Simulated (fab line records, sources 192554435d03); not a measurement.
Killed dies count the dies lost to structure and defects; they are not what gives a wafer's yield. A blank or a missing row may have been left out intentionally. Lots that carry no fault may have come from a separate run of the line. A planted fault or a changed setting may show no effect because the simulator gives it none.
fab line records	flow n5_finfet
[record] lots = 13	wafers = 35	last_day = 18
route steps=1938 shown STI_FIN_REVEAL@196 DUMMY_GATE@224 PASSIVATION@1936
lots that met no fault: taken from a fault-free run of the same line
start_h: hours from the record's first day to the start of the lot's first wafer shown	wait_h: hours since the lot's step before	" same as the row above	L1.1+2: a row that stands for several wafers	- value missing, or start not given	* or withheld: withheld	< > ~ a bound
route shown NAME@n: NAME is a module with steps in the file, n the number in the route of the first one	usual: mean/standard deviation taken from wafers without a fault	same: alike in all rows	chamber/n: place in a boat	sites: per-site readings	_std_site: the values' standard deviation	_edge_site: inner sites' mean taken away from outer sites' mean	radius_mm: how far each site lies from the wafer's centre	mask NAME#n: copy n	behind: the tool/chamber that last shaped the wafer	hold: the reason the lot was held/the length of the hold in hours/how it ended	device: transistor that didn't switch, given as n, p or np	end of line: at the end of the route, the tests of the same wafers	for a step that has no rows: nothing shown but its recipe	killed: not the wafer's yield, but the dies lost to structure and defects at the first sort	map: per-die view of a wafer (x killed, . not killed, _ where there is no die)
set.NAME: the setting that was run; set.NAME@STEP: the one run at that earlier step	model.NAME: the simulator's own value behind a step, which no gauge read
a sample of lots followed through the steps of the route, with each step as a table and each wafer as a row
services: the hour from which a tool's chamber was out of use, counted from the record's first day as start_h (under 0 if before that day), plus the number of hours and why
[[steps]]
[step N5_STI_FIN_REVEAL_RECESS_09]
[recipe] chemistry = HF/NH3	target = SiO2	afs_cycles = 11	target_depth_a = 425	temp_c = 30	sublimation_temp_c = 180	sublimation_time_s = 60
[usual] drypump_motor_current_A = 5.6/0.33
lot.wafer	tool	chamber	start_h	wait_h	drypump_motor_current_A
L743.2	vapor_etch-01	0	34.03	0.0	5.6
L743.3	"	1	"	"	6.0
L743.5	"	0	"	"	5.6
L745.1	vapor_etch-01	1	47.55	0.0	6.0
L745.2	"	0	"	"	5.6
L745.6	"	0	48.61	1.1	5.6
L747.1	vapor_etch-01	1	59.09	0.0	6.0
L747.4	"	0	"	"	5.6
L748.1	vapor_etch-01	1	64.76	0.0	6.0
L748.6	"	1	65.82	1.1	6.0
L750.4	vapor_etch-02	1	79.50	0.6	5.1
L750.6	"	1	"	"	5.1
L752.2	vapor_etch-02	0	90.22	0.0	5.7
L752.3	"	0	"	"	5.7
L752.4	"	1	"	"	5.1
L753.4	vapor_etch-02	1	95.97	0.6	5.1
L753.5	"	0	"	"	5.7
L753.6	"	1	"	"	5.1
L754.3	vapor_etch-02	0	101.38	0.6	5.7
L754.4	"	1	"	"	5.1
L754.5	"	0	"	"	5.7
L755.1	vapor_etch-02	0	106.17	0.0	5.7
L755.6	"	1	107.23	1.1	5.1
L757.1	vapor_etch-02	0	118.58	0.0	5.7
L757.3	"	0	"	"	5.7
L757.4	"	1	"	"	5.1
L758.1	vapor_etch-02	0	124.18	0.0	5.7
L758.2	"	1	"	"	5.1
L758.6	"	1	125.24	1.1	5.1
L763.1	vapor_etch-01	0	153.95	0.0	5.6
L763.3	"	1	"	"	6.0
L763.5	"	1	"	"	6.0
L766.2	vapor_etch-02	0	175.01	0.0	5.7
L766.3	"	0	"	"	5.7
L766.5	"	0	"	"	5.7
[step N5_DUMMY_GATE_COAT_28]
[recipe] resist = underlayer	temp_c = 205	time_s = 60	spin_rpm = 1500	resist_thk_nm = 10
[usual] spin_speed_rpm = 1500.1/0.87
lot.wafer	tool	chamber	start_h	wait_h	spin_speed_rpm
L743.2	litho_track-05	0	47.84	-	1500.5
L743.3	"	0	"	"	1499.4
L743.5	"	0	"	"	1499.3
L745.1	litho_track-05	0	58.71	-	1500.4
L745.2	"	0	"	"	1500.3
L745.6	"	0	"	"	1500.4
L747.1	litho_track-04	0	70.15	-	1498.8
L747.4	"	0	"	"	1498.3
L748.1	litho_track-04	0	75.84	-	1499.6
L748.6	"	0	"	"	1500.7
L750.4	litho_track-05	0	91.29	-	1500.8
L750.6	"	0	"	"	1499.8
L752.2	litho_track-03	0	102.10	-	1497.5
L752.3	"	0	"	"	1501.0
L752.4	"	0	"	"	1501.3
L753.4	litho_track-04	0	109.81	-	1499.5
L753.5	"	0	"	"	1498.2
L753.6	"	0	"	"	1500.6
L754.3	litho_track-03	0	111.88	-	1500.0
L754.4	"	0	"	"	1500.4
L754.5	"	0	"	"	1500.6
L755.1	litho_track-05	0	117.73	-	1499.8
L755.6	"	0	"	"	1500.3
L757.1	litho_track-03	0	129.60	-	1501.9
L757.3	"	0	"	"	1500.4
L757.4	"	0	"	"	1501.2
L758.1	litho_track-05	0	135.22	-	1500.0
L758.2	"	0	"	"	1500.4
L758.6	"	0	"	"	1501.4
L763.1	litho_track-03	0	165.69	-	1302.1
L763.3	"	0	"	"	1301.4
L763.5	"	0	"	"	1302.2
L766.2	litho_track-03	0	186.49	-	1301.5
L766.3	"	0	"	"	1301.4
L766.5	"	0	"	"	1301.7
[step N5_DUMMY_GATE_OVL_MEAS_16]
[recipe] points_per_wafer = 522
[usual] GATE_OVL = -0.7/0.66
lot.wafer	tool	chamber	start_h	wait_h	GATE_OVL[nm]
L743.2	overlay-01	0	48.15	0.0	0.5
L743.3	"	0	"	"	-0.6
L743.5	"	0	"	"	0.0
L745.1	overlay-02	0	59.14	0.0	-0.7
L745.2	"	0	"	"	-0.8
L745.6	"	0	"	"	-0.5
L747.1	overlay-02	0	70.58	0.0	-0.2
L747.4	"	0	"	"	-1.2
L748.1	overlay-02	0	76.26	0.0	0.9
L748.6	"	0	"	"	0.5
L750.4	overlay-02	0	91.73	0.0	-1.7
L750.6	"	0	"	"	-1.0
L752.2	overlay-02	0	102.40	0.0	-0.4
L752.3	"	0	"	"	-1.2
L752.4	"	0	"	"	-0.8
L753.4	overlay-02	0	110.25	0.0	0.2
L753.5	"	0	"	"	-1.3
L753.6	"	0	"	"	-0.9
L754.3	overlay-02	0	112.31	0.0	-1.5
L754.4	"	0	"	"	-1.2
L754.5	"	0	"	"	-0.9
L755.1	overlay-01	0	118.03	0.0	-2.0
L755.6	"	0	"	"	-0.4
L757.1	overlay-02	0	129.90	0.0	-0.3
L757.3	"	0	"	"	-0.4
L757.4	"	0	"	"	-1.2
L758.1	overlay-02	0	135.52	0.0	-0.4
L758.2	"	0	"	"	-0.7
L758.6	"	0	"	"	-0.9
L763.1	overlay-02	0	166.15	0.0	0.3
L763.3	"	0	"	"	-0.8
L763.5	"	0	"	"	-0.2
L766.2	overlay-02	0	186.92	0.0	-1.7
L766.3	"	0	"	"	-0.6
L766.5	"	0	"	"	-1.1
[step N5_DUMMY_GATE_ETCH_29]
[recipe] chemistry = N2/H2	target = underlayer	target_depth_a = 130	ion_energy_ev = 200	pressure_mtorr = 30	source_w = 840	bias_w = 150	n2_flow_sccm = 200	h2_flow_sccm = 200
[usual] bias_w = 150.0/0.45	drypump_motor_current_A = 5.81/0.29	h2_flow_sccm = 200.0/0.57	oes_product_au = 0.79/0.08	rf_vpp_V = 522.5/2.1	showerhead_plenum_p_Torr = 2.50/0.07	throttle_valve_pct = 17.94/0.21
lot.wafer	tool	chamber	start_h	wait_h	bias_w	drypump_motor_current_A	h2_flow_sccm	oes_product_au	rf_hours_counter_h	rf_vpp_V	showerhead_plenum_p_Torr	throttle_valve_pct
L743.2	rie_diel-03	1	48.30	0.0	149.6	5.95	200.5	0.83	98	525.7	2.58	17.95
L743.3	"	2	"	"	150.3	6.05	200.6	0.74	158	518.9	2.44	17.74
L743.5	"	3	"	"	149.4	5.71	199.7	0.80	-	520.7	2.46	18.09
L745.1	rie_diel-06	2	59.30	0.0	149.9	5.32	200.1	0.72	221	520.6	2.44	18.36
L745.2	"	1	"	"	149.6	5.67	200.4	0.78	131	519.9	2.46	17.96
L745.6	"	0	"	"	149.9	5.58	199.4	0.97	-	523.6	2.49	17.65
L747.1	rie_diel-03	1	70.83	0.0	150.1	6.01	199.7	0.82	106	524.3	2.58	17.96
L747.4	"	0	"	"	149.7	6.41	199.0	0.67	237	524.5	2.49	18.00
L748.1	rie_diel-06	3	76.42	0.0	149.5	5.86	199.7	0.81	111	521.2	2.44	17.68
L748.6	"	1	"	"	150.0	5.65	199.8	0.77	-	521.3	2.46	17.97
L750.4	rie_diel-05	3	91.89	0.0	150.3	5.96	199.9	0.85	-	525.6	2.61	18.14
L750.6	"	2	"	"	150.5	5.33	199.6	0.71	-	522.6	2.50	17.66
L752.2	rie_diel-03	3	102.55	0.0	149.8	5.70	200.1	0.78	145	521.3	2.45	18.11
L752.3	"	1	"	"	150.2	5.96	200.0	0.81	115	524.1	2.57	17.97
L752.4	"	2	"	"	150.1	6.06	199.1	0.73	174	519.7	2.43	17.77
L753.4	rie_diel-05	2	110.40	0.0	149.5	5.32	199.0	0.72	-	522.3	2.50	17.67
L753.5	"	3	"	"	150.4	6.01	199.1	0.85	-	523.4	2.61	18.17
L753.6	"	1	"	"	149.9	5.76	199.3	0.79	-	527.2	2.66	17.79
L754.3	rie_diel-03	3	112.46	0.0	150.3	5.71	200.1	0.78	147	522.3	2.45	18.11
L754.4	"	0	"	"	150.4	6.41	200.5	0.66	248	523.4	2.48	18.02
L754.5	"	1	"	"	150.5	5.98	200.9	0.80	-	523.8	2.57	17.98
L755.1	rie_diel-03	2	118.18	0.0	149.8	6.03	200.2	0.73	178	521.3	2.43	17.77
L755.6	"	2	"	"	149.5	6.05	200.2	0.72	-	520.5	2.43	17.78
L757.1	rie_diel-03	3	130.06	0.0	150.1	5.70	199.7	0.77	154	520.9	2.45	18.13
L757.3	"	1	"	"	149.8	5.98	200.0	0.80	123	524.1	2.57	17.99
L757.4	"	2	"	"	150.4	6.09	199.0	0.72	-	519.1	2.43	17.79
L758.1	rie_diel-05	2	135.67	0.0	149.7	5.34	199.7	0.70	183	523.2	2.50	17.68
L758.2	"	0	"	"	150.1	5.51	200.3	1.02	1	524.9	2.62	18.15
L758.6	"	3	"	"	149.6	5.99	200.3	0.83	-	524.7	2.61	18.18
L763.1	rie_diel-03	2	166.31	0.0	149.7	6.07	200.3	0.71	196	520.2	2.42	17.81
L763.3	"	1	"	"	150.4	5.99	199.4	0.79	135	524.7	2.56	18.02
L763.5	"	3	"	"	151.1	5.72	200.5	0.76	-	520.3	2.44	18.17
L766.2	rie_diel-05	1	187.07	0.0	150.3	5.77	200.8	0.76	161	526.7	2.65	17.82
L766.3	"	0	"	"	149.7	5.50	199.5	0.96	15	524.6	2.62	18.17
L766.5	"	2	"	"	150.1	5.33	199.8	0.68	-	523.7	2.49	17.70
[step N5_PASSIVATION_PROBE_49]
[usual] killed_at_M0_to_M3 = 34/11	killed_at_M4_up = 14/5.6	killed_at_contacts = 13/5.9	killed_at_front_end = 40/11	killed_at_other = 4/3.1	killed_dies = 105/16	killed_open = 68/11	killed_short = 34/8.4
[same] gross_dies = 1180	killed_at_back_side = 0
lot.wafer	tool	chamber	start_h	wait_h	killed_at_M0_to_M3	killed_at_M4_up	killed_at_contacts	killed_at_front_end	killed_at_other	killed_dies	killed_open	killed_short
L747.1	prober-02	-	299.52	0.0	14	23	26	27	0	90	62	26
L747.4	prober-02	-	299.67	0.2	41	13	21	40	1	116	65	47
L752.2	prober-01	-	346.05	0.1	31	9	13	25	17	95	59	36
L752.3	prober-01	-	346.10	0.1	27	22	14	53	6	122	81	39
L752.4	prober-01	-	346.15	0.2	40	15	20	30	7	112	71	39
L755.1	prober-01	-	347.38	0.0	21	15	7	36	11	90	60	29
L755.6	prober-01	-	347.63	0.3	38	12	11	50	10	121	69	40
L757.1	prober-02	-	380.88	0.0	41	8	14	32	13	108	66	40
L758.1	prober-02	-	381.47	0.0	41	16	15	27	1	100	57	38
L758.2	prober-02	-	381.52	0.1	25	7	2	54	2	90	64	26
L758.6	prober-02	-	381.72	0.3	42	10	12	40	1	105	73	32
// killed by level:class
L747.1 MOL_CONTACT_COAG:geometric_particle:open=19 FIN_SAQP:geometric_particle:open=9 BEOL_M4:geometric_particle:open=9 FIN_SAQP:geometric_particle:short=7 MOL_CONTACT_COAG:geometric_particle:short=7 DUMMY_GATE:geometric_particle:open=4 BEOL_M8:geometric_particle:open=4 STI_FIN_REVEAL:geometric_particle:open=3
L747.4 MOL_CONTACT_COAG:geometric_particle:open=15 FIN_SAQP:geometric_particle:short=13 FIN_SAQP:geometric_particle:open=9 BEOL_M0_SAQP:geometric_particle:short=8 MOL_CONTACT_COAG:geometric_particle:short=6 BEOL_M1:geometric_particle:open=6 BEOL_M3:geometric_particle:open=6 BEOL_M5:geometric_particle:open=6
L752.2 MOL_CONTACT_COAG:geometric_particle:open=11 BEOL_M0_SAQP:geometric_particle:short=11 BEOL_M2:geometric_particle:open=8 BEOL_M0_SAQP:geometric_particle:open=7 MIM_TOP:geometric_particle:open=7 MIM_TOP:geometric_particle:short=7 STI_FIN_REVEAL:geometric_particle:open=4 DUMMY_GATE:geometric_particle:open=4
L752.3 MOL_CONTACT_COAG:geometric_particle:open=14 FIN_SAQP:geometric_particle:open=12 FIN_SAQP:geometric_particle:short=11 BEOL_M4:geometric_particle:open=10 STI_FIN_REVEAL:geometric_particle:open=9 BEOL_M0_SAQP:geometric_particle:short=8 BEOL_M0_SAQP:geometric_particle:open=7 BEOL_M2:geometric_particle:open=7
L752.4 BEOL_M0_SAQP:geometric_particle:short=16 MOL_CONTACT_COAG:geometric_particle:open=15 BEOL_M0_SAQP:geometric_particle:open=13 FIN_SAQP:geometric_particle:open=7 FIN_SAQP:geometric_particle:short=5 BEOL_M4:geometric_particle:open=5 GATE_CUT:geometric_particle:open=4 MOL_CONTACT_COAG:geometric_particle:short=4
L755.1 STI_FIN_REVEAL:geometric_particle:open=9 MOL_CONTACT_COAG:geometric_particle:open=7 BEOL_M0_SAQP:geometric_particle:short=6 BEOL_M5:geometric_particle:open=6 BEOL_M2:geometric_particle:open=6 GATE_CUT:geometric_particle:open=5 BEOL_M0_SAQP:geometric_particle:open=5 PAD_METAL:geometric_particle:open=5
L755.6 FIN_SAQP:geometric_particle:short=12 BEOL_M1:geometric_particle:open=10 MOL_CONTACT_COAG:geometric_particle:open=9 BEOL_M0_SAQP:geometric_particle:short=7 BEOL_M2:geometric_particle:open=6 STARTING-WAFER:geometric_particle:open=6 HKMG_FIN:area_etch=6 FIN_SAQP:geometric_particle:open=5
L757.1 BEOL_M2:geometric_particle:open=13 BEOL_M0_SAQP:geometric_particle:short=11 MOL_CONTACT_COAG:geometric_particle:open=10 FIN_SAQP:geometric_particle:short=7 FIN_SAQP:geometric_particle:open=6 BEOL_M0_SAQP:geometric_particle:open=5 STI_FIN_REVEAL:geometric_particle:open=4 MOL_CONTACT_COAG:geometric_particle:short=4
L758.1 BEOL_M2:geometric_particle:open=10 MOL_CONTACT_COAG:geometric_particle:open=10 BEOL_M0_SAQP:geometric_particle:open=7 BEOL_M4:geometric_particle:open=7 BEOL_M0_SAQP:geometric_particle:short=6 MOL_CONTACT_COAG:geometric_particle:short=5 DUMMY_GATE:geometric_particle:open=4 BEOL_M1:geometric_particle:short=4
L758.2 STI_FIN_REVEAL:geometric_particle:open=20 FIN_SAQP:geometric_particle:open=9 GATE_CUT:geometric_particle:short=9 BEOL_M2:geometric_particle:open=7 GATE_CUT:geometric_particle:open=5 BEOL_M2:geometric_particle:short=4 DUMMY_GATE:geometric_particle:open=3 BEOL_M0_SAQP:geometric_particle:short=3
L758.6 STI_FIN_REVEAL:geometric_particle:open=17 MOL_CONTACT_COAG:geometric_particle:open=11 BEOL_M0_SAQP:geometric_particle:short=10 BEOL_M0_SAQP:geometric_particle:open=8 BEOL_M1:geometric_particle:open=7 BEOL_M4:geometric_particle:open=6 BEOL_M2:geometric_particle:open=5 BEOL_M3:geometric_particle:open=5
[[services]]
tool	chamber	start_h	hours	kind
litho_track-04	-	12.66	-	consumable_replace:filter
rie_diel-06	0	26.55	-	clean
rie_diel-06	0	26.55	-	consumable_replace:focus_ring
rie_diel-06	0	26.55	26.1	scheduled_down
rie_diel-06	0	26.55	26.1	vent_cycle
vapor_etch-02	-	31.69	4.9	repair
rie_diel-06	2	42.27	12.2	repair
rie_diel-05	2	75.18	5.8	repair
rie_diel-05	0	87.02	11.6	repair
rie_diel-06	-	90.88	0.7	repair
rie_diel-05	0	98.68	-	clean
rie_diel-05	0	98.68	-	consumable_replace:focus_ring
rie_diel-05	0	98.68	32.0	scheduled_down
rie_diel-05	0	98.68	32.0	vent_cycle
rie_diel-03	0	116.90	-	clean
rie_diel-03	0	116.90	-	consumable_replace:esc
rie_diel-03	0	116.90	-	consumable_replace:focus_ring
rie_diel-03	0	116.90	35.8	scheduled_down
rie_diel-03	0	116.90	35.8	vent_cycle
litho_track-03	-	125.64	-	consumable_replace:filter
litho_track-04	-	144.97	-	consumable_replace:filter
rie_diel-03	1	154.43	5.8	repair
rie_diel-06	3	165.87	11.5	repair
rie_diel-06	2	182.28	6.3	repair
[[key]]
[first_sign] step = N5_DUMMY_GATE_COAT_28	reading = spin_speed_rpm	direction = down	sigmas = 99+	usual = *	struck = *
effect none on later readings
met_at N5_DUMMY_GATE_COAT_28
struck_lots L763,L766
tester_left_out L763,L766
not_acting_at N5_STI_FIN_REVEAL_RECESS_09,N5_DUMMY_GATE_OVL_MEAS_16,N5_DUMMY_GATE_ETCH_29
onset_between 129.60 165.69
[fault] kind = process_parameter_drift	tool = litho_track-03	chamber = -	onset_h = 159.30	steps = N5_DUMMY_GATE_COAT_28	channel = spin_rpm	offset = *	shape = step	end_h = 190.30	acts_in = *	stated = *
// tester_left_out: of these lots the tester's yield and bins aren't shown, on N5 and GAA mostly nor the transistor test; their killed dies are dies lost to structure and defects alone, not to doping, threshold or leakage, so they don't give the yield
